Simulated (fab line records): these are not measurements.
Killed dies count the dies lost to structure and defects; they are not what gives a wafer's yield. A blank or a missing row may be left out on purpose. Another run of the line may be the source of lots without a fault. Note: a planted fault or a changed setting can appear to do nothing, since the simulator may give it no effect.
Which tool did it? -- flow n5_finfet -- 31 wafers from 11 lots sampled at 3 of the route's 1938 steps

WHAT EACH GAUGE READ, for each wafer
N5_PASSIVATION_OVL_MEAS_63.
lot,measured,on,PAD_OVL (nm)
L426,day 11 11:37,overlay-01,1 -4 -4
L427,day 11 11:23,overlay-01,-6 -5 -8
L431,day 13 05:09,overlay-02,-2 -6 -4
L432,day 13 12:59,overlay-01,0 2 2
L433,day 13 13:31,overlay-01,0 -1 -1
L434,day 13 13:22,overlay-02,0 2 -1
L435,day 14 00:46,overlay-01,1 -1
L437,day 14 15:28,overlay-01,4 2 -5
L439,day 15 02:56,overlay-02,-14 -7
L443,day 16 17:07,overlay-01,-3 10 5
L445,day 16 11:04,overlay-01,11 10 9

TOOL THAT RAN EACH LOT (tool first, then ch and the chambers of the sampled wafers, then the start)
lot,N5_ILD0_PRECLEAN_10,N5_PASSIVATION_PASS_ETCH_74
L426,"remote_plasma-01 ch 0, day 3 14:13","rie_diel-01 ch 0,3, day 11 10:10"
L427,"remote_plasma-01 ch 0, day 3 17:48","rie_diel-03 ch 0,1,2, day 11 09:30"
L431,"remote_plasma-02 ch 0, day 4 23:59","rie_diel-04 ch 0,1,2, day 13 03:56"
L432,"remote_plasma-02 ch 0, day 5 02:44","rie_diel-04 ch 0,2, day 13 11:19"
L433,"remote_plasma-02 ch 1, day 5 11:28","rie_diel-01 ch 0,2,3, day 13 12:05"
L434,"remote_plasma-01 ch 0, day 5 15:06","rie_diel-03 ch 0,1,3, day 13 11:56"
L435,"remote_plasma-01 ch 1, day 5 19:41","rie_diel-04 ch 1,2, day 13 22:49"
L437,"remote_plasma-02 ch 0, day 6 16:49","rie_diel-03 ch 0,2, day 14 14:06"
L439,"remote_plasma-01 ch 0, day 6 23:18","rie_diel-01 ch 0,1, day 15 00:02"
L443,"remote_plasma-01 ch 0, day 7 23:50","rie_diel-04 ch 2,3, day 16 13:53"
L445,"remote_plasma-01 ch 0, day 8 12:02","rie_diel-03 ch 1,2,3, day 16 09:09"
- N5_ILD0_PRECLEAN_10: cleans in NF3:NH3, afs cycles 5, time 20 s, sublimation time 60 s.
- N5_PASSIVATION_PASS_ETCH_74: etches SiNx in CF4/O2, target depth 220 nm, time 110 s.

THE ANSWER, worked out from the rows above alone
Rule: usual is defined by the lots themselves. Put in order of their means at a reading, lots are off if they are a third of the lots or fewer, leave a main group of 4 or more, and stand apart from it by a gap of 3 or more times the standard deviation of the main group's means; of several such gaps the widest counts. A main group whose means are all the same, to the digits that the tables above print for the reading, isn't used. Also off: a lot with no number at a reading for which 4 or more lots have one. The other lots that the step has rows for count as sound.
Across all readings shown, no lot is off: no conclusion can be drawn from this.

WHAT THE SIMULATOR PUT IN
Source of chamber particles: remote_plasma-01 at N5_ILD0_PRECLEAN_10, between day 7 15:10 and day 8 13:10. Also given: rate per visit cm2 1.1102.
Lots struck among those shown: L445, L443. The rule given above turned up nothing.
